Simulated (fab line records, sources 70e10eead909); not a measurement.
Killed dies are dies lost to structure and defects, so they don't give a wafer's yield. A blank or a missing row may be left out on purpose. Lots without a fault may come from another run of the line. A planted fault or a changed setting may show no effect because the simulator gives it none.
fab line records | flow nand_harc | part 2 of 2: steps 5 to 6 of 6
record lots=22 wafers=66 last_day=24
route steps=1159 shown A_STAIRCASE@561
lots that met no fault: from a run of the same line without faults
start_h: hours from the record's first day to the start of the lot's first wafer shown | wait_h: hours since the lot's step before | " the same as in the row above | L1.1+2: a row that stands for several wafers | - no value, or no start given | * or withheld: withheld | < > ~ a bound
route shown NAME@n: a module of which the file shows steps, and the number in the route of the first | usual: mean/standard deviation of fault-free wafers | same: alike in all rows | chamber/n: place in a boat | sites: the reading at each site | _std_site: their standard deviation | _edge_site: outer sites' mean less inner sites' | radius_mm: how far each site lies from the wafer's centre | mask NAME#n: copy n | behind: the tool/chamber that last shaped the wafer | hold: why the lot was held/for how many hours/how that ended | device: the transistor (n, p or np) that didn't switch | end of line: the same wafers' tests at the end of the route | a step without rows: its recipe alone | killed: dies lost to structure and defects at the first sort, not the wafer's yield | map: a wafer's dies, x killed, . not, _ none there
set.NAME: the setting as run; set.NAME@STEP: as run at that earlier step | model.NAME: the simulator's own value behind a step, which no gauge read
steps of the route over a sample of lots; a table a step, a row a wafer
services: from which hour (start_h, from the record's first day; less than 0 if before it) a tool's chamber was out of use, for how many hours, and why
## steps
# step NHARC_A_STAIRCASE_ETCH_453
# recipe target_depth_a=300 overetch_a=30 time_s=16.5 ion_energy_ev=100 cf4_flow_sccm=80 o2_flow_sccm=20 ar_flow_sccm=0 rf_w=300 bias_w=100 chemistry=CF4/O2
# usual drypump_motor_current_A=5.7/0.49 oes_o_777_au=0.999/0.0051 oes_product_au=0.996/0.012 rf_vpp_V=197.8/1.2 showerhead_plenum_p_Torr=1.33/0.047 throttle_valve_pct=13.398/0.0095
# columns lot.wafer tool chamber start_h wait_h drypump_motor_current_A oes_o_777_au oes_product_au rf_hours_counter_h rf_vpp_V showerhead_plenum_p_Torr throttle_valve_pct
L074.1 rie_diel-08 0 - - 5.8 1.000 1.000 41 198.5 1.29 13.394
L074.2 " 2 " " 5.8 0.998 1.000 44 196.1 1.25 13.381
L074.6 " 0 " " 5.8 0.997 1.000 - 196.6 1.29 13.410
L076.1 rie_diel-08 2 - - 5.8 1.000 1.011 47 196.5 1.25 13.407
L076.4 " 1 " " 6.6 1.000 0.990 55 199.7 1.40 13.387
L076.5 " 3 " " 5.2 1.001 1.002 - 197.1 1.31 13.395
L077.3 rie_diel-08 3 - - 5.1 0.998 0.988 59 197.8 1.31 13.388
L077.4 " 1 " " 6.6 1.002 1.005 - 199.0 1.40 13.397
L077.5 " 3 " " 5.2 1.003 0.981 - 195.7 1.31 13.373
L078.2 rie_diel-12 3 - - 4.7 1.002 1.011 32 197.5 1.30 13.402
L078.1 " 0 " " 5.8 0.996 0.973 25 196.8 1.33 13.392
L078.5 " 2 " " 5.5 1.005 0.984 - 198.9 1.33 13.404
L080.1 rie_diel-12 0 - - 5.8 1.000 0.977 27 197.3 1.33 13.404
L080.4 " 2 " " 5.4 1.002 0.989 33 196.8 1.33 13.421
L080.6 " 1 " " 6.0 1.011 0.973 - 198.0 1.38 13.400
L079.3 rie_diel-08 3 - - 5.2 1.004 1.001 61 198.0 1.31 13.394
L079.5 " 3 " " 5.2 0.995 0.999 - 196.0 1.31 13.403
L079.6 " 0 " " 5.8 1.001 1.005 - 197.8 1.29 13.382
L082.1 rie_diel-06 2 - - 6.1 1.003 1.004 18 198.6 1.36 13.377
L082.3 " 3 " " 6.1 1.001 1.003 17 197.0 1.39 13.387
L082.5 " 2 " " 6.1 0.999 1.002 - 198.2 1.36 13.406
L083.2 rie_diel-12 1 - - 6.0 0.994 0.977 34 198.8 1.38 13.383
L083.6 " 3 " " 4.7 0.997 0.995 - 196.0 1.30 13.378
L083.5 " 0 " " 5.8 0.998 0.986 - 197.5 1.33 13.403
L081.2 rie_diel-06 0 - - 5.2 1.007 0.992 24 197.4 1.31 13.396
L081.1 " 2 " " 6.1 1.000 1.018 24 198.9 1.36 13.381
L081.5 " 1 " " 5.9 1.010 0.998 - 198.3 1.38 13.390
L085.1 rie_diel-08 2 - - 5.8 1.002 0.998 3 195.8 1.25 13.396
L085.6 " 0 " " 5.8 0.997 0.999 - 198.3 1.29 13.397
L085.5 " 1 " " 6.6 0.992 0.992 - 199.2 1.40 13.392
L084.1 rie_diel-12 2 - - 5.4 0.996 1.006 47 197.8 1.33 13.409
L084.4 " 0 " " 5.9 0.999 0.978 40 198.7 1.33 13.399
L084.5 " 2 " " 5.4 1.002 0.995 - 196.9 1.33 13.394
L087.3 rie_diel-06 1 - - 5.8 0.995 0.992 31 199.6 1.38 13.399
L087.1 " 2 " " 6.1 1.002 1.002 33 198.2 1.36 13.409
L087.5 " 2 " " 6.2 0.990 1.002 - 198.3 1.36 13.387
L088.4 rie_diel-12 1 - - 5.9 0.999 0.981 51 197.9 1.38 13.405
L088.2 " 2 " " 5.5 0.992 0.999 52 198.0 1.33 13.387
L088.6 " 2 " " 5.5 1.010 1.006 - 197.9 1.33 13.391
L089.4 rie_diel-12 3 - - 4.7 1.002 0.989 54 196.5 1.29 13.399
L089.5 " 0 " " 5.8 1.000 0.987 - 197.1 1.33 13.393
L089.6 " 1 " " 6.0 0.997 0.970 - 198.3 1.38 13.403
L090.4 rie_diel-08 1 - - 6.5 1.002 0.989 18 198.5 1.40 13.394
L090.2 " 2 " " 5.8 0.987 1.017 20 194.8 1.25 13.406
L090.6 " 1 " " 6.6 0.989 0.984 - 198.8 1.40 13.413
L091.1 rie_diel-08 3 - - 5.1 0.997 0.998 21 198.1 1.30 13.388
L091.3 " 1 " " 6.6 1.007 1.004 18 197.8 1.40 13.401
L091.6 " 3 " " 5.2 1.001 0.996 - 197.3 1.30 13.398
L093.2 rie_diel-12 1 - - 6.0 1.003 0.979 57 199.3 1.38 13.407
L093.3 " 3 " " 4.7 0.999 0.986 58 198.1 1.29 13.393
L093.1 " 0 " " 5.8 1.000 0.972 52 197.0 1.32 13.391
L092.3 rie_diel-12 2 - - 5.5 0.992 1.023 59 198.0 1.33 13.396
L092.1 " 1 " " 6.0 1.006 0.983 58 198.5 1.38 13.405
L092.5 " 2 " " 5.5 0.993 1.008 - 198.8 1.33 13.388
L094.3 rie_diel-06 0 - - 5.2 1.002 0.993 45 197.5 1.30 13.405
L094.4 " 1 " " 5.9 0.988 0.986 46 199.6 1.37 13.395
L094.6 " 3 " " 6.1 1.003 1.012 - 198.3 1.39 13.389
L095.3 rie_diel-08 1 - - 6.6 0.998 0.986 23 198.5 1.40 13.400
L095.5 " 0 " " 5.8 0.995 0.987 - 196.9 1.28 13.396
L095.6 " 1 " " 6.6 0.997 0.982 - 198.8 1.40 13.410
L097.1 rie_diel-08 0 - - 5.8 0.998 1.005 29 197.3 1.28 13.392
L097.2 " 1 " " 6.6 0.998 0.987 28 198.2 1.39 13.395
L097.6 " 1 " " 6.6 0.997 0.998 - 200.2 1.39 13.410
L096.1 rie_diel-06 3 - - 6.1 0.997 1.003 55 198.3 1.38 13.415
L096.4 " 0 " " 5.2 0.997 1.005 56 197.3 1.30 13.389
L096.6 " 1 " " 5.8 1.005 0.991 - 198.6 1.37 13.397
# step NHARC_A_STAIRCASE_ETCH_315
# recipe target_depth_a=25000 time_s=607.1 ion_energy_ev=800 c4f8_flow_sccm=80 o2_flow_sccm=60 ar_flow_sccm=withheld rf_w=600 bias_w=3000 chemistry=C4F8/O2/Ar
# usual oes_product_au=0.927/0.011 rf_vpp_V=1826/9
# columns lot.wafer tool chamber start_h wait_h oes_product_au rf_hours_counter_h rf_vpp_V
L074.2 rie_diel-08 1 - - 0.929 52 1839
L074.1 " 3 " " 0.916 54 1823
L074.6 " 2 " " 0.943 - 1812
L076.4 rie_diel-08 1 - - 0.942 55 1839
L076.1 " 2 " " 0.942 48 1810
L076.5 " 0 " " 0.925 - 1818
L077.3 rie_diel-08 3 - - 0.933 59 1821
L077.5 " 1 " " 0.942 - 1840
L077.4 " 3 " " 0.937 - 1823
L078.1 rie_diel-12 2 - - 0.928 31 1828
L078.2 " 3 " " 0.927 32 1820
L078.5 " 1 " " 0.919 - 1836
L080.1 rie_diel-12 1 - - 0.919 31 1837
L080.4 " 3 " " 0.935 34 1820
L080.6 " 1 " " 0.924 - 1837
L079.3 rie_diel-08 1 - - 0.912 59 1840
L079.6 " 1 " " 0.917 - 1839
L079.5 " 2 " " 0.937 - 1811
L082.3 rie_diel-06 1 - - 0.928 17 1835
L082.1 " 3 " " 0.933 18 1836
L082.5 " 0 " " 0.917 - 1822
L083.2 rie_diel-12 3 - - 0.926 37 1818
L083.5 " 0 " " 0.929 - 1827
L083.6 " 1 " " 0.921 - 1835
L081.2 rie_diel-06 0 - - 0.926 24 1823
L081.1 " 1 " " 0.929 21 1835
L081.5 " 0 " " 0.922 - 1820
L085.1 rie_diel-08 3 - - 0.929 3 1821
L085.5 " 2 " " 0.939 - 1810
L085.6 " 3 " " 0.929 - 1821
L084.1 rie_diel-12 1 - - 0.897 45 1835
L084.4 " 2 " " 0.936 47 1826
L084.5 " 1 " " 0.910 - 1837
L087.1 rie_diel-06 2 - - 0.928 33 1831
L087.3 " 3 " " 0.927 31 1837
L087.5 " 2 " " 0.934 - 1831
L088.2 rie_diel-12 2 - - 0.932 52 1828
L088.4 " 3 " " 0.922 51 1820
L088.6 " 0 " " 0.923 - 1825
L089.4 rie_diel-12 1 - - 0.908 54 1834
L089.6 " 3 " " 0.916 - 1820
L089.5 " 0 " " 0.906 - 1824
L090.2 rie_diel-08 0 - - 0.932 18 1818
L090.4 " 1 " " 0.920 18 1839
L090.6 " 0 " " 0.931 - 1818
L091.3 rie_diel-08 3 - - 0.924 21 1821
L091.1 " 1 " " 0.924 18 1837
L091.6 " 3 " " 0.924 - 1819
L093.2 rie_diel-12 0 - - 0.930 52 1825
L093.1 " 1 " " 0.925 57 1835
L093.3 " 3 " " 0.923 59 1818
L092.1 rie_diel-12 1 - - 0.907 58 1835
L092.3 " 2 " " 0.933 59 1825
L092.5 " 3 " " 0.914 - 1818
L094.3 rie_diel-06 0 - - 0.927 45 1821
L094.4 " 2 " " 0.937 48 1831
L094.6 " 1 " " 0.904 - 1834
L095.3 rie_diel-08 1 - - 0.938 23 1838
L095.6 " 3 " " 0.931 - 1821
L095.5 " 0 " " 0.936 - 1817
L097.1 rie_diel-08 0 - - 0.928 29 1816
L097.2 " 1 " " 0.926 29 1837
L097.6 " 0 " " 0.926 - 1817
L096.4 rie_diel-06 1 - - 0.921 56 1833
L096.1 " 2 " " 0.946 53 1832
L096.6 " 2 " " 0.943 - 1830
## services
# columns tool chamber start_h hours kind
rie_diel-12 0 217.92 8.8 repair
rie_diel-08 0 221.02 31.8 repair
rie_diel-12 - 221.21 0.3 repair
rie_diel-08 1 231.97 - clean
rie_diel-08 2 231.97 - clean
rie_diel-08 3 231.97 - clean
rie_diel-08 3 240.57 5.9 repair
rie_diel-06 - 241.21 9.0 pm
rie_diel-08 2 245.58 13.5 repair
rie_diel-08 0 256.62 - clean
rie_diel-08 1 256.62 - clean
rie_diel-08 3 256.62 - clean
rie_diel-12 2 271.12 2.6 repair
rie_diel-08 0 281.12 - clean
rie_diel-08 1 281.12 - clean
rie_diel-08 2 281.12 - clean
rie_diel-08 3 281.12 - clean
rie_diel-06 - 289.23 1.7 repair
rie_diel-08 3 298.52 - consumable_replace:focus_ring
rie_diel-08 - 301.88 9.0 pm
rie_diel-06 1 302.71 4.0 repair
rie_diel-12 2 373.74 7.6 repair
rie_diel-12 - 379.46 9.0 pm
rie_diel-06 2 381.35 7.2 repair
